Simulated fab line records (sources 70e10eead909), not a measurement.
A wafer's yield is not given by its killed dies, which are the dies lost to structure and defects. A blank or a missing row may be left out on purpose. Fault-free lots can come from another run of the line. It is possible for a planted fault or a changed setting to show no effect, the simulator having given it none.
Chamber matching | flow nand-harc | 3 sister chambers for NHARC_A_ONON_D1_DEP_33 on pecvd-04
The step deposits SiO2, target thk 200 nm. 3 wafers are shown with their chamber, then 7 later ones without.

== WAFERS WITH THEIR CHAMBER ==
wafer  | chamber | throttle-valve-pct (%)
L628.1 | 0       | 15.3
L628.6 | 2       | 17.8
L632.4 | 1       | 15.5

== WAFERS MISSING THEIR CHAMBER ==
wafer  | throttle-valve-pct (%)
L632.6 | 16.1
L635.2 | 16.1
L635.4 | 15.8
L635.5 | 15.8
L640.2 | 16.6
L640.4 | 17.4
L640.6 | 15.8

== THE CHAMBER EACH PASSED THROUGH ==
wafer  | from the rows above          | in truth
L632.6 | can't be placed: 1 or 0 or 2 | 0
L635.2 | can't be placed: 1 or 0 or 2 | 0
L635.4 | can't be placed: 1 or 0      | 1
L635.5 | can't be placed: 1 or 0      | 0
L640.2 | can't be placed: 1 or 2 or 0 | 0
L640.4 | 2                            | 2
L640.6 | can't be placed: 1 or 0      | 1
Correctly placed: 1 of 7. Can't be placed from these rows: 6 (the true chamber is among the candidates in 6). Wrongly placed: 0.
How it was worked out, from the rows above alone: a wafer's distance from a chamber is the root of the sum, over the readings, of the square of ((its reading less the chamber's mean) divided by the reading's scatter). If the next closest chamber is less than 2 further off than the closest, the wafer can't be placed; otherwise it belongs to the closest. Each chamber's mean is taken over the wafers shown for it. The scatter: root of mean squared gap, hidden wafer to nearest shown wafer, with one shown wafer a chamber.
